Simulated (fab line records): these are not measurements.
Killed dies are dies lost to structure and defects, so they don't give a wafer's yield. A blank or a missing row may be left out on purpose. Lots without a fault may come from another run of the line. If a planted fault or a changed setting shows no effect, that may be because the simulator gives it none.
Split-lot trial | flow n5-finfet | on a route of 1938 steps: 7 lots, 21 wafers read

== THE SPLIT ITSELF ==
At N5_BEOL_M6_COAT_22 (resist thk 30 nm), the setting spin-rpm was moved away from the recipe's 1500 rpm on 5 of the 21 wafers read, by +3.6% to +10.8%. All remaining wafers had this setting at the recipe value.

The reading comes from the split's own step.

== THE READING ==
CAR-EUV_of_BEOL_M6_COAT_22.thk-nm (the simulator's own value, which no gauge read), in nm, at N5_BEOL_M6_COAT_22 (resist thk 30 nm). No usual value for it is given in the file. Here, 16 wafers ran the recipe; their average is 30.1 nm with a standard deviation of 0.093 nm.

wafer  | tool, chamber at the split | spin-rpm as run, rpm | against the recipe | CAR-EUV_of_BEOL_M6_COAT_22.thk-nm, nm | against lot-mates on the recipe
L075.1 | litho-track-01, 0          | 1500                 | recipe             | 30                                    | -
L075.4 | litho-track-01, 0          | 1500                 | recipe             | 30                                    | -
L075.5 | litho-track-01, 0          | 1500                 | recipe             | 30                                    | -
L077.4 | litho-track-01, 0          | 1500                 | recipe             | 30                                    | -
L077.5 | litho-track-01, 0          | 1500                 | recipe             | 30                                    | -
L077.6 | litho-track-01, 0          | 1500                 | recipe             | 30                                    | -
L079.1 | litho-track-01, 0          | 1554                 | +3.6%              | 29.4                                  | -0.6
L079.4 | litho-track-01, 0          | 1554                 | +3.6%              | 29.4                                  | -0.6
L079.6 | litho-track-01, 0          | 1500                 | recipe             | 30                                    | -
L082.3 | litho-track-02, 0          | 1500                 | recipe             | 30                                    | -
L082.4 | litho-track-02, 0          | 1500                 | recipe             | 30                                    | -
L082.5 | litho-track-02, 0          | 1500                 | recipe             | 30                                    | -
L085.3 | litho-track-03, 0          | 1500                 | recipe             | 30.2                                  | -
L085.5 | litho-track-03, 0          | 1662                 | +10.8%             | 28.6                                  | -1.5
L085.6 | litho-track-03, 0          | 1500                 | recipe             | 30                                    | -
L086.2 | litho-track-02, 0          | 1500                 | recipe             | 30.2                                  | -
L086.6 | litho-track-02, 0          | 1500                 | recipe             | 30.2                                  | -
L086.4 | litho-track-02, 0          | 1623                 | +8.2%              | 29                                    | -1.2
L092.3 | litho-track-01, 0          | 1604                 | +6.9%              | 29.2                                  | -1.0
L092.4 | litho-track-01, 0          | 1500                 | recipe             | 30.2                                  | -
L092.5 | litho-track-01, 0          | 1500                 | recipe             | 30.2                                  | -

FIT RESULTS
A straight line over all 21 wafers: CAR-EUV_of_BEOL_M6_COAT_22.thk-nm changes by -0.135 nm for each +1% of spin-rpm; r = -0.97; the points scatter about the line by 0.1 nm.
The same after taking each lot's own level away (the mean of its wafers on the recipe; 21 wafers): -0.144 nm for each +1%; r = -1.00; scatter 0.043 nm.
Per that fit: largest spin-rpm move, reading shift of 1.6 nm.
The lots' own levels span 30.00 to 30.20 nm, that is 2.2 times the standard deviation above.
Hence the lot-to-lot level has little effect on the slope; both slopes agree.
Check: for one of the wafers moved furthest among these (+10.8%), held out of the fit, the line's prediction against its lot-mates is -1.61 nm. It came out at -1.5 nm against them.

== ADDITIONAL SPLITS CARRIED BY THESE WAFERS ==
These wafers also went through other splits before the reading. Each is held against what the fit with the lots' levels taken away leaves over:
other split on the same wafers | wafers away from the commonest value | r with CAR-EUV_of_BEOL_M6_COAT_22.thk-nm (lot level and that fit taken away)
N5_BEOL_M2_COAT_67 spin-rpm    | 7                                    | -0.06
N5_BEOL_M3_COAT_05 spin-rpm    | 4                                    | -0.06
N5_BEOL_M3_ETCH_70 source-w    | 4                                    | -0.15
N5_BEOL_M4_COAT_73 spin-rpm    | 5                                    | +0.04
N5_BEOL_M5_ILD_DEP_00 time-s   | 6                                    | -0.36
N5_BEOL_M5_PECVD_70 time-s     | 6                                    | +0.06
N5_BEOL_M5_COAT_66 spin-rpm    | 7                                    | +0.48
N5_BEOL_M5_COAT_74 spin-rpm    | 8                                    | +0.12

== FILE'S OWN FIT ==
CAR-EUV_of_BEOL_M6_COAT_22.thk-nm changes by -0.143 nm for each +1% of spin-rpm, r = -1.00.
